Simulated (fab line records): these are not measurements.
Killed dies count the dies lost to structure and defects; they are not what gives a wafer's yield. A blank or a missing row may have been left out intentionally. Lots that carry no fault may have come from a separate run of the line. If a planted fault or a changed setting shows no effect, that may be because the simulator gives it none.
Comparing a struck lot with a sound one | flow n5_finfet | 44 steps out of a route of 1938
Sound: the wafers L683.1, L683.3, L683.6. Struck: wafers L686.1, L686.2, L686.4. Last of all comes the cause.
Per side, at each step with rows, come the tool, then ch with its chambers, and then its first start. Under that, the readings that differ: sound wafers | struck wafers | difference of the means | sigmas: that difference in standard deviations of wafers without a fault.
alike: readings with means less than 2 such deviations apart, plus words and numbers identical on both sides. not compared: withheld readings, readings lacking a value on some wafer, bounds such as >300 that could conceal the same value, and numbers that have no deviation in the record and whose values overlap.
A row with sigmas, a row that says differs or no value, or rows on one side alone: a step with any of these is where the two part. Numbers that have no deviation but don't overlap get no sigmas and don't part them. A reading that every wafer of one side lacks parts them only if that side has two wafers or more.

first, 8 steps without rows for these wafers: N5_WELL_APT_HMDS_01 (time 60 s); N5_WELL_APT_COAT_02 (resist thk 950 nm); N5_WELL_APT_EBR_04; N5_WELL_APT_SOFTBAKE_03 (time 60 s); N5_WELL_APT_EXPOSE_05 (exposes mask NWELL, defocus 0 nm, target cd 200 nm); N5_WELL_APT_PEB_06 (peb time 90 s); N5_WELL_APT_DEVELOP_07 (develop time 45 s); N5_WELL_APT_HARDBAKE_12 (time 120 s).
N5_WELL_APT_CD_MEAS_08 targets a cd of 200 nm.
  sound on cd_sem-03 ch 0, day 3 07:41; struck on cd_sem-02 ch 0, day 4 01:54
  alike: cd_nm
N5_WELL_APT_OVL_MEAS_09:
  sound on overlay-02 ch 0, day 3 07:43; struck on overlay-02 ch 0, day 4 01:56
  alike: NWELL_OVL
N5_WELL_APT_INSPECT_10: inspects for defects (macro).
  sound on defect_inspect-01 at day 3 07:44; struck on defect_inspect-01 at day 4 01:57
  alike: raw_defect_count
N5_WELL_APT_DESCUM_13: chemistry O2, time 7.9 s.
  sound on rie_diel-05 ch 0,3, day 3 07:46; struck on rie_diel-04 ch 0,2,3, day 4 01:59
  alike: drypump_motor_current_A, oes_product_au, rf_vpp_V, showerhead_plenum_p_Torr, throttle_valve_pct
  not compared: rf_hours_counter_h
N5_WELL_APT_IMPLANT_14:
  sound on implanter-02 ch 0, day 3 07:52; struck on implanter-02 ch 0, day 4 02:05
  reading            | sound                           | struck                           | difference  | sigmas
  dose_ions_cm2      | 1.5014e+13 1.497e+13 1.4991e+13 | 1.7705e+13 1.7688e+13 1.7677e+13 | +2.6983e+12 | +99 or more
  faraday_current_uA | 197 194 188                     | 220 228 225                      | +31         | +9
then, 10 steps without rows for these wafers: N5_WELL_APT_IMPLANT_15; N5_WELL_APT_STRIP_16 (strips in SPM, time 900 s); N5_WELL_APT_HMDS_18 (time 60 s); N5_WELL_APT_COAT_19 (resist thk 950 nm); N5_WELL_APT_EBR_21; N5_WELL_APT_SOFTBAKE_20 (time 60 s); N5_WELL_APT_EXPOSE_22 (exposes mask PWELL, defocus 0 nm, target cd 200 nm); N5_WELL_APT_PEB_23 (peb time 90 s); N5_WELL_APT_DEVELOP_24 (develop time 45 s); N5_WELL_APT_HARDBAKE_29 (time 120 s).
N5_WELL_APT_CD_MEAS_25 targets a cd of 200 nm.
  sound on cd_sem-03 ch 0, day 3 09:14; struck on cd_sem-02 ch 0, day 4 03:08
  alike: cd_nm
N5_WELL_APT_OVL_MEAS_26:
  sound on overlay-02 ch 0, day 3 09:16; struck on overlay-01 ch 0, day 4 03:10
  alike: PWELL_OVL
N5_WELL_APT_INSPECT_27: inspects for defects (macro).
  sound on defect_inspect-01 at day 3 09:17; struck on defect_inspect-01 at day 4 03:11
  alike: raw_defect_count
N5_WELL_APT_DESCUM_30: chemistry O2, time 7.9 s.
  sound on rie_diel-02 ch 1,3, day 3 09:19; struck on rie_diel-04 ch 0,1,2, day 4 03:14
  alike: drypump_motor_current_A, oes_product_au, rf_vpp_V, showerhead_plenum_p_Torr, throttle_valve_pct
  not compared: rf_hours_counter_h
then, 3 steps without rows for these wafers: N5_WELL_APT_IMPLANT_31; N5_WELL_APT_IMPLANT_32; N5_WELL_APT_STRIP_33 (strips in SPM, time 900 s).
N5_WELL_APT_RTA_34: time 10 s.
  sound on rtp_anneal-01 ch 0, day 3 10:13; struck on rtp_anneal-01 ch 0, day 4 04:14
  alike: lamp_power_pct, lamp_zone_2_pct, wafer_temp_C_max
then, 4 steps without rows for these wafers: N5_WELL_APT_OXIDE_STRIP_42 (strips SiO2 in dHF, time 45 s, target depth 12 nm); N5_WELL_APT_PRECLEAN_36 (cleans in O3/DIW, time 45 s); N5_WELL_APT_PRECLEAN_39 (cleans in dHF, time 60 s); N5_WELL_APT_SRD_37 (time 30 s).
N5_WELL_APT_EPI_41: deposits Si from SiH4/H2, target thk 50 nm, time 297.7 s.
  sound on epi_rpcvd-01 ch 0, day 3 10:29; struck on epi_rpcvd-01 ch 0, day 4 04:29
  alike: throttle_valve_pct
N5_WELL_APT_INSPECT_38: inspects for defects (darkfield).
  sound on defect_inspect-02 at day 3 11:07; struck on defect_inspect-02 at day 4 05:20
  alike: raw_defect_count
N5_PMOS_HMC_CHANNEL_EPI_HM_DEP_34: deposits SiO2 from TEOS/O2, target thk 36 nm, time 6.9 s.
  sound on pecvd-03 ch 0,1, day 3 11:10; struck on pecvd-02 ch 1,2, day 4 05:22
  alike: heater_power_w, showerhead_plenum_p_Torr, throttle_valve_pct
then, 4 steps without rows for these wafers: N5_PMOS_HMC_CHANNEL_EPI_COAT_31 (time 60 s, resist thk 66 nm); N5_PMOS_HMC_CHANNEL_EPI_COAT_03 (resist thk 205 nm); N5_PMOS_HMC_CHANNEL_EPI_EBR_05; N5_PMOS_HMC_CHANNEL_EPI_SOFTBAKE_04 (time 60 s).
-- record jumps: 6 days separate the struck wafers' starts on either side; left off in module PMOS_HMC_CHANNEL_EPI, taken up again in module BEOL_M4, whose first shown step is the route's number 1111 --
N5_BEOL_M4_RC_MEAS_101:
  sound on prober-01 ch 0, day 9 17:04; struck on prober-01 ch 0, day 10 06:07
  reading           | sound          | struck      | difference | sigmas
  RS_NWELL (ohm/sq) | 1046 1034 1032 | 943 937 949 | -94        | -13
  alike: DIBL_N, DIBL_P, IOFF_N, IOFF_P, ION_N, ION_P, SS_N, SS_P, VT_N, VT_P
-- the record jumps here: 5 days lie between the struck wafers' starts before and after (it left off in module BEOL_M4 and takes up again in module PASSIVATION, whose first step shown is number 1936 of the route) --
N5_PASSIVATION_PROBE_49:
  sound on prober-01 at day 14 08:21; struck on prober-02 at day 14 21:32
  alike: defect_limited_yield, killed_at_M0_to_M3, killed_at_M4_up, killed_at_contacts, killed_at_front_end, killed_at_other, killed_dies, killed_open, killed_short, sort_bin_5_function, sort_bin_6_memory, sort_n_pass, sort_yield_pct

## WHERE THEY PART
Earliest at N5_WELL_APT_IMPLANT_14; latest, in this record, at N5_BEOL_M4_RC_MEAS_101. Later steps at which nothing parts them and some readings are alike: N5_PASSIVATION_PROBE_49.

WHY: whatever the simulator had introduced
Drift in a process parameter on implanter-02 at N5_WELL_APT_IMPLANT_14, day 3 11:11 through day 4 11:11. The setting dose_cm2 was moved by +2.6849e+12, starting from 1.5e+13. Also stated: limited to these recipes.
